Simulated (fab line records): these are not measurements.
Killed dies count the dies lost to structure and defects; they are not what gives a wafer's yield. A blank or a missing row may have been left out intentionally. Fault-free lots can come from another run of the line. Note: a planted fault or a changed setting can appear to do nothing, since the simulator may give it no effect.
A struck lot beside a sound one | flow n5-finfet | 14 steps out of a route of 1938
Sound: wafers L347.2, L347.3, L347.6. Wafers struck: L351.1, L351.4, L351.6. At the end, the cause is stated.
For every step that has rows: the tool of each side, followed by ch and its chambers, followed by its first start. Under that, the readings that differ: sound wafers | struck wafers | difference of the means | sigmas: that difference in standard deviations of wafers without a fault.
alike: readings whose means differ by less than 2 such deviations, and words and numbers that are the same on both sides. not compared: withheld readings, readings that some wafer has no value for, bounds like >300 that may hide the same value, and numbers for which the record gives no deviation and whose values overlap.
Wherever a step has rows on one side only, a row that says differs or no value, or a row with sigmas, the two part there. Numbers that don't overlap but have no deviation are shown without sigmas and don't part them. A reading missing from all wafers of one side parts the sides only when that side holds two or more wafers.

N5_MOL_CONTACT_COAG_PRE_CLEAN_142: time 60 s.
  sound on pvd-sputter-01 at day 7 19:55; struck on pvd-sputter-03 at day 8 13:33
  alike: heater-power-w
N5_MOL_CONTACT_COAG_SPUTTER_130: material Co, target thk 47.5 nm.
  sound on pvd-sputter-01 at day 7 19:59; struck on pvd-sputter-03 at day 8 13:37
  alike: cathode-dc-power-W, chamber-pressure-pa, substrate-temp-c, throttle-valve-pct
then, 2 steps without rows for these wafers: N5_MOL_CONTACT_COAG_PRECLEAN_125 (cleans in DIW, time 57.5 s); N5_MOL_CONTACT_COAG_SRD_126 (dry time 32 s).
N5_MOL_CONTACT_COAG_CMP_23: polishes, stops on SiO2, t overpolish 1.5 s, target thk 0 nm.
  sound on cmp-02 ch 0,1,3, day 7 20:12; struck on cmp-03 ch 0,2, day 8 13:50
  alike: motor-current-A, overpolish-run-s, time-to-endpoint-s
then, 2 steps without rows for these wafers: N5_MOL_CONTACT_COAG_WET_ETCH_26 (target Co, target depth 13 nm); N5_MOL_CONTACT_COAG_WET_ETCH_116 (etches the open film in SC1-inhibited, target depth 4.6 nm, rinse time 30 s).
N5_MOL_CONTACT_COAG_ALD_27: deposits SiOC, target thk 17 nm, pulse time 1.5 s, time 2720 s.
  sound on ald-sin-01 ch 1,3, day 7 21:01; struck on ald-sin-03 ch 1,2,3, day 8 17:57
  alike: heater-power-w, precursor-pulse-height-rel, susceptor-temp-C
N5_MOL_CONTACT_COAG_CMP_28: polishes, stops on SiNx, t overpolish 0.85 s, target thk 14.522 nm.
  sound on cmp-03 ch 1,2,3, day 7 22:38; struck on cmp-02 ch 0,2,3, day 8 19:35
  reading                | sound       | struck      | difference | sigmas
  time-to-endpoint-s (s) | 0.0 0.0 0.8 | 6.7 6.6 9.1 | +7.2       | +3
  alike: motor-current-A
N5_MOL_CONTACT_COAG_THK_MEAS_29:
  sound on film-metro-02 at day 7 22:53; struck on film-metro-02 at day 8 19:49
  alike: MD_CAP_THK
N5_MOL_CONTACT_COAG_ALD_123: deposits SiNx, target thk 5 nm, pulse time 1 s, purge time 2 s.
  sound on ald-sin-03 ch 0,3, day 7 22:55; struck on ald-sin-03 ch 0,1,2, day 8 23:29
  reading              | sound                | struck               | difference | sigmas
  susceptor-temp-C (C) | 399.73 400.04 399.59 | 392.59 393.04 393.27 | -6.82      | -28
  alike: heater-power-w, precursor-pulse-height-rel
then, 1 step without rows for these wafers: N5_MOL_CONTACT_COAG_PECVD_31 (deposits SiO2 from TEOS/O2, target thk 46 nm, time 8.9 s).
-- record jumps: 3 days separate the struck wafers' starts on either side; left off in module MOL_CONTACT_COAG, taken up again in module BEOL_M4, whose first shown step is the route's number 1111 --
N5_BEOL_M4_RC_MEAS_101:
  sound on prober-01 ch 0, day 10 09:25; struck on prober-02 ch 0, day 11 16:30
  alike: DIBL_N, DIBL_P, IOFF_N, IOFF_P, ION_N, ION_P, SS_N, SS_P, VT_N, VT_P
-- a jump in the record: the struck wafers' starts before and after are 5 days apart (it breaks off in module BEOL_M4 and resumes in module PASSIVATION, where the first step shown is number 1936 of the route) --
N5_PASSIVATION_PROBE_49:
  sound on prober-02 at day 14 19:41; struck on prober-01 at day 16 05:10
  reading         | sound  | struck | difference | sigmas
  killed-at-other | 14 3 6 | 1 3 2  | -6         | -2
  alike: defect-limited-yield, killed_at_M0_to_M3, killed_at_M4_up, killed-at-contacts, killed-at-front-end, killed-dies, killed-open, killed-short, sort_bin_5_function, sort_bin_6_memory, sort-n-pass, sort-yield-pct

WHERE THEY PART
Last at N5_PASSIVATION_PROBE_49 as far as this record goes, first at N5_MOL_CONTACT_COAG_CMP_28.

WHY: the cause the simulator had injected
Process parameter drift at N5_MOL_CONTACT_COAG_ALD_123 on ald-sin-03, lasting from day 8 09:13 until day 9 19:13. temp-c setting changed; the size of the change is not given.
